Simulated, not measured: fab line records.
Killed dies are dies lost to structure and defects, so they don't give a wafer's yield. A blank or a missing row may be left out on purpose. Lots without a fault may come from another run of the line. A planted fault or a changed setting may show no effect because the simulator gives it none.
fab line records ; flow nand-harc
record lots=6; wafers=18; last-day=24
route steps=1159 shown A_M1@1035 A_BONDPAD@1059 END@1159
lots that met no fault: from a run of the same line without faults
start-h: the number of hours between the record's first day and the start of the first shown wafer of the lot ; wait-h: time in hours since the lot's previous step ; " unchanged from the row above ; L1.1+2: a single row standing in for several wafers ; - no value, or no start was given ; * or withheld: withheld ; < > ~ a bound
route shown NAME@n: names a module that has steps shown in the file, with the first one's number in the route ; usual: mean/standard deviation taken from wafers without a fault ; same: alike in all rows ; chamber/n: place in a boat ; sites: each site's reading ; _std_site: standard deviation of those values ; _edge_site: inner sites' mean taken away from outer sites' mean ; radius-mm: how far each site lies from the wafer's centre ; mask NAME#n: copy n ; behind: the tool/chamber that last shaped the wafer ; hold: why the lot went on hold/how many hours it stayed there/how the hold came to an end ; device: whichever transistor did not switch (one of n, p or np) ; end of line: tests run on the same wafers once the route is complete ; a step given without rows: its recipe and nothing more ; killed: the dies lost at the first sort to structure and to defects; this is not the yield of the wafer ; map: shows each die of a wafer: x if killed, . if not, _ if none is there
set.NAME: the run value of the setting; set.NAME@STEP: its run value at that earlier step ; model.NAME: the simulator's own value behind a step, which no gauge read
lots at selected steps of the route; one table per step, one row per wafer
services: a tool's chamber out of use, with start hour (start-h, from the record's first day; less than 0 if before it), hours out, and reason
## steps
# step NHARC_A_M1_DEVELOP_08
# recipe develop-time-s=35; dev-temp-c=23
# step NHARC_A_M1_CD_MEAS_09
# recipe target-cd-nm=120; landing-energy-ev=500
# usual cd-nm=120.1/0.83
lot.wafer;tool;chamber;start-h;wait-h;cd-nm
L181.1;cd-sem-02;0;418.98;-;120.3
L181.2;cd-sem-02;0;418.98;-;119.5
L181.4;cd-sem-02;0;418.98;-;120.3
L188.1;cd-sem-01;0;469.54;-;120.7
L188.4;cd-sem-01;0;469.54;-;120.2
L188.5;cd-sem-01;0;469.54;-;120.2
L190.1;cd-sem-01;0;470.42;-;120.8
L190.5;cd-sem-01;0;470.42;-;120.2
L190.6;cd-sem-01;0;470.42;-;120.0
L194.1;cd-sem-01;0;509.03;-;118.9
L194.5;cd-sem-01;0;509.03;-;120.8
L194.6;cd-sem-01;0;509.03;-;119.1
L196.2;cd-sem-03;0;509.78;-;122.0
L196.3;cd-sem-03;0;509.78;-;121.6
L196.4;cd-sem-03;0;509.78;-;120.8
L198.1;cd-sem-03;0;529.07;-;120.7
L198.4;cd-sem-03;0;529.07;-;120.6
L198.5;cd-sem-03;0;529.07;-;119.4
# step NHARC_A_M1_OVL_MEAS_10
# recipe pitch-nm=240
# usual overlay-x-nm=0.1/0.83; overlay-y-nm=0.1/0.84
lot.wafer;tool;chamber;start-h;wait-h;overlay-x-nm;overlay-y-nm
L181.1;overlay-02;-;419.07;-;-0.2;0.6
L181.2;overlay-02;-;419.07;-;0.5;0.7
L181.4;overlay-02;-;419.07;-;0.0;0.6
L188.1;overlay-02;-;469.62;-;-0.1;0.7
L188.4;overlay-02;-;469.62;-;-0.1;1.2
L188.5;overlay-02;-;469.62;-;0.1;1.1
L190.1;overlay-02;-;470.51;-;-0.6;-0.2
L190.5;overlay-02;-;470.51;-;-0.5;-0.1
L190.6;overlay-02;-;470.51;-;0.0;-0.1
L194.1;overlay-02;-;509.12;-;0.3;-0.5
L194.5;overlay-02;-;509.12;-;0.7;0.3
L194.6;overlay-02;-;509.12;-;0.3;0.3
L196.2;overlay-02;-;509.87;-;-0.8;-0.4
L196.3;overlay-02;-;509.87;-;-0.6;0.0
L196.4;overlay-02;-;509.87;-;-1.1;-0.4
L198.1;overlay-02;-;529.16;-;0.4;0.8
L198.4;overlay-02;-;529.16;-;0.8;1.2
L198.5;overlay-02;-;529.16;-;0.6;0.7
# step NHARC_A_M1_INSPECT_11
# usual raw-defect-count=26/10
lot.wafer;tool;chamber;start-h;wait-h;raw-defect-count
L181.1;defect-inspect-02;-;419.11;0.0;18
L181.2;defect-inspect-02;-;419.11;0.0;29
L181.4;defect-inspect-02;-;419.11;0.0;24
L188.1;defect-inspect-02;-;469.66;0.0;33
L188.4;defect-inspect-02;-;469.66;0.0;26
L188.5;defect-inspect-02;-;469.66;0.0;25
L190.1;defect-inspect-02;-;470.55;0.0;31
L190.5;defect-inspect-02;-;470.55;0.0;31
L190.6;defect-inspect-02;-;470.55;0.0;25
L194.1;defect-inspect-01;-;509.16;0.0;27
L194.5;defect-inspect-01;-;509.16;0.0;31
L194.6;defect-inspect-01;-;509.16;0.0;45
L196.2;defect-inspect-02;-;509.91;0.0;36
L196.3;defect-inspect-02;-;509.91;0.0;42
L196.4;defect-inspect-02;-;509.91;0.0;32
L198.1;defect-inspect-02;-;529.20;0.0;20
L198.4;defect-inspect-02;-;529.20;0.0;21
L198.5;defect-inspect-02;-;529.20;0.0;21
# step NHARC_A_M1_DESCUM_14
# recipe time-s=3; o2-flow-sccm=200; ar-flow-sccm=0; bias-power-w=0; chemistry=O2
# step NHARC_A_M1_ETCH_35
# recipe target-depth-a=400; overetch-a=120; time-s=43.94; ion-energy-ev=200; n2-flow-sccm=150; h2-flow-sccm=150; ar-flow-sccm=0; rf-w=400; bias-w=150; chemistry=N2/H2
# step NHARC_A_M1_ETCH_15
# recipe target-depth-a=1825; time-s=91.2; c4f8-flow-sccm=withheld; ar-flow-sccm=400; rf-w=600; bias-w=300; chemistry=C4F8/Ar
# usual oes-product-au=0.948/0.025; rf-fwd-power-W=595.8/2.2; rf-vpp-V=440.7/2.3
lot.wafer;tool;chamber;start-h;wait-h;oes-product-au;rf-fwd-power-W;rf-hours-counter-h;rf-vpp-V
L181.4;rie-diel-02;0;-;-;0.969;590.8;2.8;444.4
L181.2;rie-diel-02;1;-;-;0.966;597.7;6.7;440.3
L181.1;rie-diel-02;2;-;-;0.983;597.0;6.2;437.6
L188.1;rie-diel-12;1;-;-;0.962;596.4;5.4;440.2
L188.4;rie-diel-12;3;-;-;0.974;595.3;6.0;439.9
L188.5;rie-diel-12;1;-;-;0.961;596.8;-;441.8
L190.1;rie-diel-10;0;-;-;0.930;597.0;2.8;438.3
L190.5;rie-diel-10;1;-;-;0.930;595.9;-;439.7
L190.6;rie-diel-10;2;-;-;0.925;592.2;-;443.2
L194.1;rie-diel-12;2;-;-;0.983;594.3;8.0;444.5
L194.5;rie-diel-12;3;-;-;0.992;597.1;-;438.0
L194.6;rie-diel-12;0;-;-;0.940;598.0;-;439.2
L196.2;rie-diel-12;2;-;-;0.941;593.1;8.1;444.8
L196.4;rie-diel-12;0;-;-;0.906;599.6;8.5;438.4
L196.3;rie-diel-12;1;-;-;0.935;596.3;8.3;441.7
L198.1;rie-diel-02;1;-;-;0.954;592.1;1.6;439.9
L198.4;rie-diel-02;2;-;-;0.987;597.6;1.7;437.9
L198.5;rie-diel-02;1;-;-;0.960;592.5;-;440.6
# step NHARC_A_M1_CD_MEAS_16
# usual cd-nm=120.4/1
lot.wafer;tool;chamber;start-h;wait-h;cd-nm
L181.1;cd-sem-02;-;419.48;-;118.9
L181.2;cd-sem-02;-;419.48;-;119.2
L181.4;cd-sem-02;-;419.48;-;120.8
L188.1;cd-sem-02;-;470.03;-;121.2
L188.4;cd-sem-02;-;470.03;-;120.8
L188.5;cd-sem-02;-;470.03;-;121.3
L190.1;cd-sem-03;-;470.91;-;120.8
L190.5;cd-sem-03;-;470.91;-;120.5
L190.6;cd-sem-03;-;470.91;-;119.3
L194.1;cd-sem-02;-;509.52;-;118.6
L194.5;cd-sem-02;-;509.52;-;120.1
L194.6;cd-sem-02;-;509.52;-;119.0
L196.2;cd-sem-02;-;510.27;-;121.5
L196.3;cd-sem-02;-;510.27;-;121.2
L196.4;cd-sem-02;-;510.27;-;120.6
L198.1;cd-sem-02;-;529.56;-;120.0
L198.4;cd-sem-02;-;529.56;-;120.2
L198.5;cd-sem-02;-;529.56;-;120.4
# step NHARC_A_M1_STRIP_18
# recipe power-w=1000; n2-flow-sccm=150; h2-flow-sccm=150; ar-flow-sccm=0; bias-w=0; chemistry=N2/H2
# step NHARC_A_M1_ETCH_28
# recipe target-depth-a=300; over-etch-frac=0.3; time-s=72.99; ion-energy-ev=150; cf4-flow-sccm=50; n2-flow-sccm=100; ar-flow-sccm=150; rf-w=300; bias-w=100; chemistry=CF4/N2
# usual drypump-motor-current-A=5.4/0.5; oes-product-au=1.001/0.013; rf-fwd-power-W=297.6/1.1; rf-vpp-V=314.3/1.8; showerhead-plenum-p-Torr=2.63/0.089; throttle-valve-pct=19.795/0.0093
lot.wafer;tool;chamber;start-h;wait-h;drypump-motor-current-A;oes-product-au;rf-fwd-power-W;rf-hours-counter-h;rf-vpp-V;showerhead-plenum-p-Torr;throttle-valve-pct
L181.1;rie-diel-12;3;-;-;5.4;1.017;297.2;2;312.9;2.56;19.786
L181.2;rie-diel-12;0;-;-;5.9;0.977;297.3;2;313.5;2.57;19.812
L181.4;rie-diel-12;1;-;-;5.5;0.994;299.8;-;314.5;2.63;19.800
L188.4;rie-diel-10;2;-;-;4.7;0.991;297.5;2;316.1;2.68;19.783
L188.1;rie-diel-10;0;-;-;6.6;1.004;296.6;3;311.8;2.51;19.781
L188.5;rie-diel-10;3;-;-;5.2;0.982;297.6;-;316.0;2.74;19.794
L190.1;rie-diel-02;2;-;-;5.6;1.021;297.3;10;312.1;2.53;19.790
L190.6;rie-diel-02;3;-;-;4.8;0.995;299.4;-;311.7;2.58;19.784
L190.5;rie-diel-02;0;-;-;5.7;1.013;296.8;-;316.0;2.75;19.790
L194.1;rie-diel-12;3;-;-;5.4;1.023;296.5;9;313.8;2.56;19.792
L194.6;rie-diel-12;1;-;-;5.5;1.003;299.3;-;314.0;2.63;19.780
L194.5;rie-diel-12;2;-;-;4.9;1.016;296.7;-;318.1;2.79;19.799
L196.3;rie-diel-12;2;-;-;4.9;1.015;296.0;8;317.3;2.79;19.794
L196.4;rie-diel-12;3;-;-;5.4;1.020;297.7;9;313.8;2.56;19.794
L196.2;rie-diel-12;0;-;-;5.9;0.980;297.5;9;312.5;2.57;19.799
L198.1;rie-diel-10;1;-;-;5.3;0.994;298.1;4;314.8;2.61;19.788
L198.4;rie-diel-10;2;-;-;4.8;0.983;298.2;-;315.8;2.68;19.807
L198.5;rie-diel-10;3;-;-;5.1;0.975;297.4;-;315.0;2.74;19.793
# step NHARC_A_M1_STRIP_19
# recipe time-s=600; temp-c=30; chemistry=post-etch-residue-remover
# step NHARC_A_M1_DEGAS_29
# recipe temp-c=250; time-s=60
# usual heater-power-w=324/26
lot.wafer;tool;chamber;start-h;wait-h;heater-power-w
L181.1;pvd-sputter-03;-;420.26;-;337
L181.2;pvd-sputter-03;-;420.26;-;305
L181.4;pvd-sputter-03;-;420.26;-;313
L188.4;pvd-sputter-03;-;470.76;-;327
L188.1;pvd-sputter-03;-;470.76;-;355
L188.5;pvd-sputter-03;-;470.76;-;328
L190.1;pvd-sputter-01;-;471.64;-;281
L190.5;pvd-sputter-01;-;471.64;-;329
L190.6;pvd-sputter-01;-;471.64;-;351
L194.1;pvd-sputter-01;-;510.24;-;277
L194.5;pvd-sputter-01;-;510.24;-;279
L194.6;pvd-sputter-01;-;510.24;-;357
L196.2;pvd-sputter-01;-;511.45;-;356
L196.4;pvd-sputter-01;-;511.45;-;339
L196.3;pvd-sputter-01;-;511.45;-;282
L198.4;pvd-sputter-02;-;530.35;-;333
L198.1;pvd-sputter-02;-;530.35;-;317
L198.5;pvd-sputter-02;-;530.35;-;311
# step NHARC_A_M1_PRE_CLEAN_30
# recipe time-s=30; temp-c=280; gas=H2/He
# usual heater-power-w=396/32
lot.wafer;tool;chamber;start-h;wait-h;heater-power-w
L181.2;pvd-sputter-03;-;420.32;-;360
L181.4;pvd-sputter-03;-;420.32;-;371
L181.1;pvd-sputter-03;-;420.32;-;401
L188.1;pvd-sputter-03;-;470.83;-;398
L188.4;pvd-sputter-03;-;470.83;-;388
L188.5;pvd-sputter-03;-;470.83;-;435
L190.1;pvd-sputter-01;-;471.68;-;445
L190.6;pvd-sputter-01;-;471.68;-;437
L190.5;pvd-sputter-01;-;471.68;-;404
L194.1;pvd-sputter-01;-;510.32;-;424
L194.5;pvd-sputter-01;-;510.32;-;344
L194.6;pvd-sputter-01;-;510.32;-;438
L196.4;pvd-sputter-01;-;511.51;-;342
L196.2;pvd-sputter-01;-;511.51;-;435
L196.3;pvd-sputter-01;-;511.51;-;422
L198.1;pvd-sputter-02;-;530.41;-;353
L198.4;pvd-sputter-02;-;530.41;-;394
L198.5;pvd-sputter-02;-;530.41;-;409
# step NHARC_A_M1_PVD_20
# recipe target-thk-a=50; bias-v=168.6; power-w=15000; chamber-pressure-pa=0.12; time-s=8.06; substrate-temp-c=50; material=TaN
# step NHARC_A_M1_PVD_21
# recipe target-thk-a=300; chamber-pressure-pa=5; power-w=5000; substrate-temp-c=30; time-s=20.49; material=Cu
# usual substrate-temp-c=29.99/0.12; throttle-valve-pct=29.7/0.96
lot.wafer;tool;chamber;start-h;wait-h;substrate-temp-c;throttle-valve-pct
L181.1;pvd-sputter-03;-;-;-;29.96;29.2
L181.4;pvd-sputter-03;-;-;-;30.02;31.2
L181.2;pvd-sputter-03;-;-;-;29.76;29.7
L188.1;pvd-sputter-03;-;-;-;30.17;30.1
L188.4;pvd-sputter-03;-;-;-;29.86;29.7
L188.5;pvd-sputter-03;-;-;-;29.93;29.5
L190.1;pvd-sputter-01;-;-;-;30.05;29.1
L190.6;pvd-sputter-01;-;-;-;29.90;30.8
L190.5;pvd-sputter-01;-;-;-;30.08;28.7
L194.1;pvd-sputter-01;-;-;-;30.01;30.7
L194.5;pvd-sputter-01;-;-;-;29.82;30.8
L194.6;pvd-sputter-01;-;-;-;30.12;28.8
L196.2;pvd-sputter-01;-;-;-;29.88;30.1
L196.3;pvd-sputter-01;-;-;-;30.06;30.9
L196.4;pvd-sputter-01;-;-;-;30.09;28.6
L198.4;pvd-sputter-02;-;-;-;30.20;30.6
L198.1;pvd-sputter-02;-;-;-;29.91;28.3
L198.5;pvd-sputter-02;-;-;-;29.93;28.0
# step NHARC_A_M1_ECD_22
# recipe target-thk-a=4000; bath-temp-c=25; material=Cu
# step NHARC_A_M1_ANNEAL_31
# recipe temp-c=225; time-s=90
# step NHARC_A_M1_CMP_23
# recipe t-overpolish-s=20; target-thk-nm=154.34
# step NHARC_A_M1_THK_MEAS_24
# recipe thk-meas-gauge=xrf
# usual thk-nm=154.0/1.5
lot.wafer;tool;chamber;start-h;wait-h;thk-nm
L181.1;film-metro-02;-;421.72;-;155.3
L181.2;film-metro-02;-;421.72;-;152.0
L181.4;film-metro-02;-;421.72;-;153.5
L188.1;film-metro-02;-;472.16;-;155.3
L188.4;film-metro-02;-;472.16;-;155.3
L188.5;film-metro-02;-;472.16;-;155.3
L190.1;film-metro-01;-;473.03;-;153.4
L190.5;film-metro-01;-;473.03;-;155.1
L190.6;film-metro-01;-;473.03;-;153.7
L194.1;film-metro-02;-;511.67;-;152.1
L194.5;film-metro-02;-;511.67;-;152.0
L194.6;film-metro-02;-;511.67;-;151.9
L196.2;film-metro-01;-;513.13;-;153.1
L196.3;film-metro-01;-;513.13;-;154.5
L196.4;film-metro-01;-;513.13;-;153.1
L198.1;film-metro-01;-;531.74;-;155.0
L198.4;film-metro-01;-;531.74;-;154.1
L198.5;film-metro-01;-;531.74;-;153.2
# step NHARC_A_M1_SRD_25
# step NHARC_A_M1_PRE_CLEAN_32
# recipe time-s=12; temp-c=370; rf-power-w=300; gas=NH3
# step NHARC_A_M1_DEP_33
# recipe target-thk-a=300; temp-c=370; target-thk-nm=30; pressure-torr=3; flow-sccm=200; rf-w=450; material=SiCN
# step NHARC_A_BONDPAD_DEP_00
# recipe target-thk-a=2500; temp-c=370; target-thk-nm=250; pressure-torr=3; flow-sccm=200; rf-w=450; material=SiCN
# step NHARC_A_BONDPAD_CMP_29
# recipe target-thk-nm=200; material=SiCN
# usual motor-current-A=12.1/1.2; slurry-filter-dp-kPa=13.50/0.14
lot.wafer;tool;chamber;start-h;wait-h;motor-current-A;slurry-filter-dp-kPa
L181.2;cmp-01;2;422.98;-;11.2;13.37
L181.4;cmp-01;3;422.98;-;11.9;13.49
L181.1;cmp-01;0;422.98;-;12.8;13.77
L188.1;cmp-04;3;473.53;-;11.2;13.46
L188.4;cmp-04;0;473.53;-;12.5;13.70
L188.5;cmp-04;3;473.53;-;10.8;13.41
L190.1;cmp-04;2;474.36;-;11.4;13.50
L190.5;cmp-04;0;474.36;-;12.2;13.47
L190.6;cmp-04;1;474.36;-;13.1;13.66
L194.1;cmp-01;1;513.16;-;12.9;13.51
L194.6;cmp-01;0;513.16;-;12.7;13.73
L194.5;cmp-01;1;513.16;-;13.4;13.43
L196.2;cmp-01;1;514.71;0.5;12.9;13.69
L196.3;cmp-01;2;514.71;0.5;11.8;13.26
L196.4;cmp-01;0;514.71;0.5;12.2;13.42
L198.1;cmp-01;2;533.01;-;11.3;13.49
L198.4;cmp-01;1;533.01;-;12.7;13.54
L198.5;cmp-01;3;533.01;-;11.2;13.43
# step NHARC_A_BONDPAD_THK_MEAS_30
# recipe thk-meas-gauge=ellipsometry
# usual thk-nm=199.9/1.6
lot.wafer;tool;chamber;start-h;wait-h;thk-nm
L181.1;film-metro-02;-;423.23;0.2;202.0
L181.2;film-metro-02;-;423.23;0.2;198.7
L181.4;film-metro-02;-;423.23;0.2;198.5
L188.1;film-metro-02;-;473.77;0.2;200.3
L188.4;film-metro-02;-;473.77;0.2;202.2
L188.5;film-metro-02;-;473.77;0.2;200.2
L190.1;film-metro-02;-;474.56;0.2;199.8
L190.5;film-metro-02;-;474.56;0.2;200.7
L190.6;film-metro-02;-;474.56;0.2;198.5
L194.1;film-metro-01;-;513.39;0.2;201.4
L194.5;film-metro-01;-;513.39;0.2;199.7
L194.6;film-metro-01;-;513.39;0.2;200.9
L196.2;film-metro-02;-;514.96;0.2;199.1
L196.3;film-metro-02;-;514.96;0.2;199.4
L196.4;film-metro-02;-;514.96;0.2;201.2
L198.1;film-metro-01;-;533.26;0.2;199.0
L198.4;film-metro-01;-;533.26;0.2;199.5
L198.5;film-metro-01;-;533.26;0.2;194.7
# step NHARC_A_BONDPAD_SRD_31
# step NHARC_A_BONDPAD_DEHYDRATE_01
# recipe temp-c=150; time-s=120
# step NHARC_A_BONDPAD_HMDS_02
# recipe time-s=30
# step NHARC_A_BONDPAD_COAT_33
# recipe temp-c=200; time-s=65
# step NHARC_A_BONDPAD_COAT_03
# recipe spin-rpm=2000; resist-thk-nm=600
# step NHARC_A_BONDPAD_SOFTBAKE_04
# recipe temp-c=125; time-s=70
# step NHARC_A_BONDPAD_EBR_05
# step NHARC_A_BONDPAD_EXPOSE_06
# recipe na=0.55; dose-mj=36.99; mask-id=A_BPAD
# step NHARC_A_BONDPAD_PEB_07
# recipe peb-temp-c=128; peb-time-s=80
# step NHARC_A_BONDPAD_DEVELOP_08
# recipe time-s=50; dev-temp-c=22
# step NHARC_A_BONDPAD_CD_MEAS_09
# recipe target-cd-nm=500; landing-energy-ev=500
# usual cd-nm=500.7/2.5
lot.wafer;tool;chamber;start-h;wait-h;cd-nm
L181.1;cd-sem-03;0;423.68;-;500.7
L181.2;cd-sem-03;0;423.68;-;502.7
L181.4;cd-sem-03;0;423.68;-;500.6
L188.1;cd-sem-02;0;474.23;-;498.8
L188.4;cd-sem-02;0;474.23;-;500.4
L188.5;cd-sem-02;0;474.23;-;498.4
L190.1;cd-sem-02;0;475.13;-;504.2
L190.5;cd-sem-02;0;475.13;-;498.3
L190.6;cd-sem-02;0;475.13;-;501.9
L194.1;cd-sem-02;0;513.97;-;504.5
L194.5;cd-sem-02;0;513.97;-;501.6
L194.6;cd-sem-02;0;513.97;-;501.1
L196.2;cd-sem-01;0;515.52;-;500.6
L196.3;cd-sem-01;0;515.52;-;498.6
L196.4;cd-sem-01;0;515.52;-;496.8
L198.1;cd-sem-02;0;533.83;-;501.5
L198.4;cd-sem-02;0;533.83;-;499.4
L198.5;cd-sem-02;0;533.83;-;503.8
# step NHARC_A_BONDPAD_OVL_MEAS_35
# usual overlay-x-nm=0/5.8; overlay-y-nm=2/6.4
lot.wafer;tool;chamber;start-h;wait-h;overlay-x-nm;overlay-y-nm
L181.1;overlay-02;-;423.77;-;3;-11
L181.2;overlay-02;-;423.77;-;2;-10
L181.4;overlay-02;-;423.77;-;2;-10
L188.1;overlay-02;-;474.32;-;2;3
L188.4;overlay-02;-;474.32;-;2;3
L188.5;overlay-02;-;474.32;-;2;3
L190.1;overlay-01;-;475.23;-;5;2
L190.5;overlay-01;-;475.23;-;5;1
L190.6;overlay-01;-;475.23;-;5;1
L194.1;overlay-01;-;514.06;-;-2;12
L194.5;overlay-01;-;514.06;-;-3;12
L194.6;overlay-01;-;514.06;-;-2;12
L196.2;overlay-01;-;515.61;-;-5;-3
L196.3;overlay-01;-;515.61;-;-5;-3
L196.4;overlay-01;-;515.61;-;-5;-3
L198.1;overlay-02;-;533.92;-;1;10
L198.4;overlay-02;-;533.92;-;1;11
L198.5;overlay-02;-;533.92;-;1;11
# step NHARC_A_BONDPAD_HARDBAKE_10
# recipe temp-c=118; time-s=65
# step NHARC_A_BONDPAD_DESCUM_11
# recipe time-s=3; o2-flow-sccm=200; ar-flow-sccm=0; bias-power-w=0; chemistry=O2
# step NHARC_A_BONDPAD_ETCH_34
# recipe target-depth-a=600; overetch-a=180; time-s=65.91; ion-energy-ev=200; n2-flow-sccm=150; h2-flow-sccm=150; ar-flow-sccm=0; rf-w=400; bias-w=150; chemistry=N2/H2
# step NHARC_END_SORT_01
# recipe temp-c=25
# usual defect-limited-yield=96.0/1.3; killed-at-array=24/8.4; killed-at-other=0.7/1.1; killed-at-periphery=2.9/1.7; killed-dies=27/8.6; killed-open=3.3/1.8; killed-short=1.8/1.4; sort_bin_2_pct=1.3/0.56; sort_bin_3_pct=0.19/0.18; sort_bin_4_pct=2.6/0.84; sort-n-pass=650/8.6; sort-rim-yield-pct=96.1/2.3; sort-yield-pct=96.0/1.3
# same gross-dies=677; sort_bin_5_pct[%]=0; sort_bin_6_pct[%]=0; sort_bin_7_pct[%]=0; sort_bin_8_pct[%]=0; sort-rim-n-gross=106.00
lot.wafer;tool;chamber;start-h;wait-h;defect-limited-yield[%];killed-at-array;killed-at-other;killed-at-periphery;killed-dies;killed-open;killed-short;sort_bin_2_pct[%];sort_bin_3_pct[%];sort_bin_4_pct[%];sort-n-pass;sort-rim-yield-pct[%];sort-yield-pct[%]
L181.1;prober-02;0;465.86;2.5;96.2;22;0;4;26;5;1;1.0;0.15;2.7;651;98.1;96.2
L181.2;prober-02;0;466.65;2.8;95.3;27;0;5;32;5;2;1.0;0.15;3.5;645;94.3;95.3
L181.4;prober-02;0;468.23;3.4;95.9;24;0;4;28;4;2;1.9;0.15;2.1;649;98.1;95.9
L196.4;prober-01;0;551.81;3.4;85.8;91;1;4;96;4;2;7.4;2.81;4.0;581;88.7;85.8
L194.5;prober-02;0;560.38;3.7;85.4;95;2;2;99;6;0;5.8;2.81;6.1;578;85.8;85.4
# killed by level:class
L181.1 A_CHANNEL_HOLE_D1:chamber-film-flake=15 P_M0:geometric-particle:open=2 P_M0:chamber-film-flake=2 A_ONON_D1:geometric-particle:open=1 A_ONON_D1:geometric-particle:short=1 A_CHANNEL_HOLE_D1:geometric-particle:open=1 A_M1:geometric-particle:open=1 A_SLIT:chamber-film-flake=1
L181.2 A_CHANNEL_HOLE_D1:chamber-film-flake=16 A_CONTACT:chamber-film-flake=5 A_WL_FILL:chamber-film-flake=2 P_GATE:geometric-particle:open=1 P_M0:geometric-particle:short=1 P_M0:geometric-particle:open=1 A_CHANNEL_FILL_D1:geometric-particle:open=1 A_BLC:geometric-particle:open=1
L181.4 A_CHANNEL_HOLE_D1:chamber-film-flake=17 P_M2:geometric-particle:open=2 A_STAIRCASE:chamber-film-flake=2 A_SOURCE_PLATE:geometric-particle:open=1 A_ONON_D1:geometric-particle:short=1 A_CHANNEL_FILL_D1:geometric-particle:short=1 A_CHANNEL_FILL_D1:geometric-particle:open=1 P_STI:chamber-film-flake=1
L196.4 A_M1:unspecified=63 A_SLIT:chamber-film-flake=14 A_CONTACT:chamber-film-flake=5 P_GATE:chamber-film-flake=2 A_CHANNEL_HOLE_D1:chamber-film-flake=2 A_STAIRCASE:chamber-film-flake=2 P_GATE:geometric-particle:open=1 P_M0:geometric-particle:open=1
L194.5 A_M1:unspecified=70 A_CHANNEL_HOLE_D1:chamber-film-flake=13 A_ONON_D1:geometric-particle:open=3 A_STAIRCASE:chamber-film-flake=2 A_WL_FILL:chamber-film-flake=2 A_CONTACT:chamber-film-flake=2 THIN_TSV:chamber-film-flake=2 P_GATE:geometric-particle:open=1
# map L194.5 (x killed, . not)
____________x____________
_________xxxxxxx_________
_______xxxxxxxx..._______
______.x.xxxxxx....______
_____.xxxxxxxxx....._____
____...xxxxxxxx......____
____....xxxxxxxx.....____
___....xxxxxxxx.......___
___.....xxxxxxx.......___
__.....xxxxx.x.........__
__.......x...xx........__
_.........x............._
_.........x............x_
_......................._
_......................._
_..............x........_
.........................
..x......................
.................x.......
.........................
.........................
_.........x.x..........._
_...........x.........x._
_.........x............._
_......................._
_......xx....xx........._
__........xx.......x...__
__.....xxx.xx..........__
___.......x...........___
___...................___
____.........x....x..____
____.................____
_____..............._____
______...........x.______
_______..........._______
_________......._________
____________.____________
# map L196.4 (x killed, . not)
____________x____________
_________xxxxx.._________
_______.xxxxxxx..._______
______..xxxxxxx.x..______
_____..xxxxxxxxx...._____
____x.xxxxxxxxxx.....____
____....xxxxxxx......____
___.....xxxxxx........___
___......xxxxx........___
__.......x.xx......x...__
__.......x...x.........__
_.........x............._
_......................._
_.x....................._
_......................._
_.............x........._
x...............x.xx....x
.........................
..........x..............
.........................
...............x..x.....x
_..............x........_
_......................._
_.....x.......x........._
_......................._
_.......x.......xx......_
__.............xxxx....__
__............xx.xx....__
___...........xx.x....___
___.............x.....___
____......x..........____
____.................____
_____..............._____
______.............______
_______..........._______
_________......._________
____________.____________
## services
tool;chamber;start-h;hours;kind
cmp-04;-;399.20;4.0;pm
cmp-01;-;406.53;0.5;repair
rie-diel-12;0;412.90;-;clean
rie-diel-12;1;412.90;-;clean
rie-diel-12;2;412.90;-;clean
rie-diel-12;3;412.90;-;clean
rie-diel-12;2;418.88;7.6;repair
cmp-01;-;420.98;1.8;repair
rie-diel-12;0;437.40;-;clean
rie-diel-12;1;437.40;-;clean
rie-diel-12;2;437.40;-;clean
pvd-sputter-03;-;458.05;10.0;pm
pvd-sputter-03;-;472.53;13.3;repair
cmp-01;-;474.13;4.0;pm
pvd-sputter-02;-;483.82;3.7;repair
rie-diel-02;-;484.05;3.1;repair
cmp-04;-;497.20;4.0;pm
rie-diel-12;-;499.11;0.5;repair
rie-diel-02;-;504.97;9.0;pm
pvd-sputter-03;-;508.08;69.7;repair
pvd-sputter-02;-;510.73;4.9;repair
pvd-sputter-01;-;514.06;10.0;pm
rie-diel-10;0;528.39;5.6;repair
rie-diel-10;-;530.50;9.0;pm
## key
first-sign step=NHARC_END_SORT_01; reading=killed-at-array; direction=up; sigmas=8.2; usual=24; struck=93
effect step=NHARC_END_SORT_01; reading=killed-dies; direction=up; sigmas=8.2; usual=27; struck=98
more-kills-born-at NHARC_A_M1_PRE_CLEAN_30@pvd-sputter-01=133
met-at NHARC_A_M1_PRE_CLEAN_30
struck-wafers L194.5,L196.4
fault kind=chamber-particle-source; tool=pvd-sputter-01; chamber=-; onset-h=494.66; steps=NHARC_A_M1_PRE_CLEAN_30; rate-per-visit-cm2=0.8044; end-h=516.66; scope=struck-wafers-only
